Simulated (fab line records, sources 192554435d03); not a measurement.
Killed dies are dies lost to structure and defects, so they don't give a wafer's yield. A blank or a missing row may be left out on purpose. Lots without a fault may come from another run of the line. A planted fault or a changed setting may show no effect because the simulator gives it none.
Chamber matching | flow n5_finfet | N5_HKMG_FIN_ALD_21 on ald_metal-02: 4 sister chambers
The step deposits TiN, target thk 1.5 nm, pulse time 1 s, purge time 3 s. 16 wafers are shown with their chamber, then 8 later ones without.

WAFERS WITH THEIR CHAMBER
wafer  | chamber | heater_power_w (W) | precursor_pulse_height_rel
L076.1 | 0       | 774                | 1.001
L076.4 | 1       | 809                | 1.008
L076.6 | 1       | 814                | 1.024
L081.2 | 3       | 743                | 0.988
L081.4 | 0       | 776                | 1.001
L081.5 | 2       | 1012               | 1.031
L088.1 | 3       | 751                | 0.998
L088.2 | 1       | 824                | 0.991
L088.4 | 0       | 755                | 0.995
L089.2 | 1       | 826                | 0.995
L089.3 | 2       | 995                | 1.010
L089.5 | 1       | 816                | 1.013
L090.2 | 0       | 763                | 1.014
L090.3 | 1       | 810                | 0.994
L090.4 | 2       | 1035               | 0.999
L092.1 | 0       | 794                | 1.010

SIGNATURES (means of the wafers above)
reading                    | chamber 0 | chamber 1 | chamber 2 | chamber 3 | scatter within a chamber
heater_power_w             | 772.40    | 816.50    | 1014.00   | 747.00    | 12.8
precursor_pulse_height_rel | 1.00420   | 1.00417   | 1.01333   | 0.99300   | 0.0118
Rule: a wafer's distance from a chamber is the root of the sum, over the readings, of the square of ((its reading less the chamber's mean) divided by the reading's scatter). The wafer belongs to the nearest chamber; if the next one is less than 2 further off, it can't be placed. The scatter: the root of (the sum of the squares of (reading less its chamber's mean) over the shown wafers, divided by (wafers less chambers)).

WAFERS WITHOUT THEIR CHAMBER
wafer  | heater_power_w (W) | precursor_pulse_height_rel
L092.2 | 744                | 0.972
L092.5 | 820                | 1.013
L093.4 | 825                | 0.995
L093.5 | 1025               | 1.025
L093.6 | 818                | 0.987
L096.1 | 1022               | 0.994
L096.2 | 840                | 0.957
L096.6 | 1016               | 1.001

WHICH CHAMBER EACH WENT THROUGH
wafer  | from the rows above     | in truth
L092.2 | can't be placed: 3 or 0 | 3
L092.5 | 1                       | 1
L093.4 | 1                       | 1
L093.5 | 2                       | 2
L093.6 | 1                       | 1
L096.1 | 2                       | 2
L096.2 | 1                       | 1
L096.6 | 2                       | 2
Placed correctly: 7 of 8. Can't be placed from these rows: 1 (the true chamber is among the candidates in 1). Placed wrongly: 0.
